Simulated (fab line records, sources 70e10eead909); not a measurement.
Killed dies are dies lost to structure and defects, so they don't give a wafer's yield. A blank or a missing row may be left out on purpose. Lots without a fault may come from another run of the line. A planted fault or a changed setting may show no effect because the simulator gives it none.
Chamber matching | flow nand_harc | NHARC_P_M2_PRE_CLEAN_32 on pecvd-03: 3 sister chambers
The step time 12 s. 27 wafers are shown with their chamber, then 12 later ones without.

WAFERS WITH THEIR CHAMBER
wafer  | chamber | heater_power_w (W)
L074.1 | 2       | 645
L074.5 | 2       | 645
L074.6 | 0       | 749
L076.1 | 2       | 592
L076.2 | 1       | 574
L076.4 | 1       | 549
L082.1 | 1       | 638
L082.3 | 2       | 737
L082.6 | 0       | 824
L082.2 | 0       | 812
L082.4 | 2       | 702
L082.5 | 1       | 609
L083.2 | 1       | 538
L083.3 | 0       | 807
L083.6 | 0       | 807
L084.3 | 2       | 644
L084.5 | 0       | 825
L084.6 | 1       | 573
L088.1 | 1       | 613
L088.3 | 0       | 744
L088.6 | 2       | 687
L089.1 | 1       | 562
L089.4 | 1       | 563
L089.5 | 2       | 685
L091.3 | 1       | 618
L091.4 | 1       | 624
L091.5 | 2       | 729

SIGNATURES (means of the wafers above)
reading        | chamber 0 | chamber 1 | chamber 2 | scatter within a chamber
heater_power_w | 795.43    | 587.36    | 674.00    | 38.7
Rule: a wafer's distance from a chamber is the root of the sum, over the readings, of the square of ((its reading less the chamber's mean) divided by the reading's scatter). The wafer belongs to the nearest chamber; if the next one is less than 2 further off, it can't be placed. The scatter: the root of (the sum of the squares of (reading less its chamber's mean) over the shown wafers, divided by (wafers less chambers)).

WAFERS WITHOUT THEIR CHAMBER
wafer  | heater_power_w (W)
L092.1 | 651
L092.2 | 614
L092.5 | 797
L093.1 | 775
L093.5 | 680
L093.6 | 528
L096.2 | 825
L096.3 | 625
L096.4 | 637
L096.1 | 639
L096.5 | 794
L096.6 | 638

WHICH CHAMBER EACH WENT THROUGH
wafer  | from the rows above     | in truth
L092.1 | can't be placed: 2 or 1 | 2
L092.2 | can't be placed: 1 or 2 | 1
L092.5 | 0                       | 0
L093.1 | 0                       | 0
L093.5 | 2                       | 2
L093.6 | 1                       | 1
L096.2 | 0                       | 0
L096.3 | can't be placed: 1 or 2 | 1
L096.4 | can't be placed: 2 or 1 | 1
L096.1 | can't be placed: 2 or 1 | 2
L096.5 | 0                       | 0
L096.6 | can't be placed: 2 or 1 | 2
Placed correctly: 6 of 12. Can't be placed from these rows: 6 (the true chamber is among the candidates in 6). Placed wrongly: 0.
